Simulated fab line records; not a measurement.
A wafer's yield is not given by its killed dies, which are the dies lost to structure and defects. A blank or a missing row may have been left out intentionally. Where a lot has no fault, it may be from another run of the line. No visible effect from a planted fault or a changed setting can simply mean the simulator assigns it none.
Matching of chambers | flow nandHarc | 4 sister chambers for NHARC_A_STAIRCASE_STRIP_476 on rieDiel-06
The step strips in O2, time 20 s. 4 wafers are shown with their chamber, then 11 later ones without.

## WAFERS, EACH WITH ITS CHAMBER
wafer  | chamber | showerheadPlenumPTorr (Torr)
L079.1 | 3       | 3.34
L079.2 | 0       | 3.34
L079.3 | 2       | 3.72
L079.4 | 1       | 3.38

## WAFERS WHOSE CHAMBER IS MISSING
wafer  | showerheadPlenumPTorr (Torr)
L079.5 | 3.38
L079.6 | 3.72
L083.1 | 3.71
L083.4 | 3.37
L083.6 | 3.71
L091.3 | 3.32
L091.4 | 3.35
L091.6 | 3.32
L093.2 | 3.35
L093.5 | 3.35
L093.6 | 3.69

## WHICH CHAMBER EACH WENT THROUGH
wafer  | from the rows above          | in truth
L079.5 | 1                            | 1
L079.6 | 2                            | 2
L083.1 | 2                            | 2
L083.4 | can't be placed: 1 or 0 or 3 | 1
L083.6 | 2                            | 2
L091.3 | can't be placed: 0 or 3      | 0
L091.4 | can't be placed: 0 or 3 or 1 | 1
L091.6 | can't be placed: 0 or 3      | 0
L093.2 | can't be placed: 0 or 3 or 1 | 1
L093.5 | can't be placed: 0 or 3 or 1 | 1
L093.6 | 2                            | 2
Correct placement for 5 of the 11. Not placeable from these rows: 6 (in 6, the candidates include the true chamber). Wrongly placed: 0.
How it was worked out, from the rows above alone: a wafer's distance from a chamber is the root of the sum, over the readings, of the square of ((its reading less the chamber's mean) divided by the reading's scatter). If the next closest chamber is less than 2 further off than the closest, the wafer can't be placed; otherwise it belongs to the closest. A chamber's mean is the mean of its shown wafers. The scatter (one wafer shown for each chamber): square how far every hidden wafer sits from the nearest shown wafer, average those squares and take the square root.
